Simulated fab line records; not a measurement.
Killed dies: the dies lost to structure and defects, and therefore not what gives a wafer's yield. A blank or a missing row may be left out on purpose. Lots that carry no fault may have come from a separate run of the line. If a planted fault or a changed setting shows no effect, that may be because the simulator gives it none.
Problem report in the 8D (eight disciplines) form, filled by code || flow nand-harc || the parts of the form that need people (team, actions taken, sign-off) are left out

1. THE PROBLEM
exposure-dose-mJ-cm2 at NHARC_A_STAIRCASE_EXPOSE_307 reads a mean of 43.81 on 9 wafers of 3 lots; wafers without a fault read 45.66 with a standard deviation of 0.055. That puts it -34 standard deviations away from the usual mean.
The step: exposes mask CHOP 50.
Seen first at day 21 07:21 on krf-scanner-02, wafer L395.2. The record has a number at this step for 39 wafers belonging to 13 lots. By rule, "out" or "out of limits" means more than 4 standard deviations away from the usual mean. All remaining wafers that have a number are taken as sound.

2. WHAT THIS IS AND IS NOT
{"question": "which readings at this step", "is": "exposure-dose-mJ-cm2", "is not": "-"}
{"question": "which lots", "is": "L395, L398, L400", "is not": "L385, L387, L388, L389, L390, L394, L401, L404, L405, L408"}
{"question": "which wafers of those lots", "is": "all that have a number", "is not": "-"}
{"question": "read on which tools", "is": "krf-scanner-02", "is not": "krf-scanner-03, krf-scanner-04"}
{"question": "when", "is": "from day 21 07:21", "is not": "up to then (15 sound wafers); but 15 sound wafers of L394, L401, L404, L405, L408 came after"}

3. WHAT RULES OUT EACH SUSPECT
Counting: a tool stays on the suspect list if, at a process step up to the reading, it processed all lots that are out and no sound lot following the first of them.
- krf-scanner-02 at NHARC_A_STAIRCASE_EXPOSE_307 (exposes mask CHOP 50): kept. All lots that are out passed through it, beginning with L395 at day 21 07:21, and no sound lot followed; its final sound lot before that point was L389 at day 18 19:32. Its own exposure-dose-mJ-cm2 readings are out on those wafers.
The count leaves krf-scanner-02 at NHARC_A_STAIRCASE_EXPOSE_307.

4. THE CAUSE (what the simulator had put in)
Drift in process parameters on krf-scanner-02 at NHARC_A_STAIRCASE_EXPOSE_307, starting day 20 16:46. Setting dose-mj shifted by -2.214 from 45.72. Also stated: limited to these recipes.
After counting, this tool was the only one left.

5. SEQUENCE OF EFFECTS, ordered by route
One row per reading whose mean, taken over the struck wafers that have a number, lies over 3 standard deviations from the usual. Scope: only readings with a usual standard deviation given in the record; hours: median across lots of the time from each lot's start at the first step in this table that gives one to its start at this step; sigmas: change in usual standard deviations.
{"hours": 0, "step": "NHARC_A_STAIRCASE_EXPOSE_307", "reading": "exposure-dose-mJ-cm2", "usual": 45.66, "on struck wafers": 43.81, "change": -1.85, "sigmas": -34}
Here are the process steps it includes:
- NHARC_A_STAIRCASE_EXPOSE_307: exposes mask CHOP 50.

6. HOW IT WOULD HAVE BEEN CAUGHT EARLIER
The fault began at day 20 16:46; the first out-of-limits reading in this record came at day 21 07:21, 15 hours later.
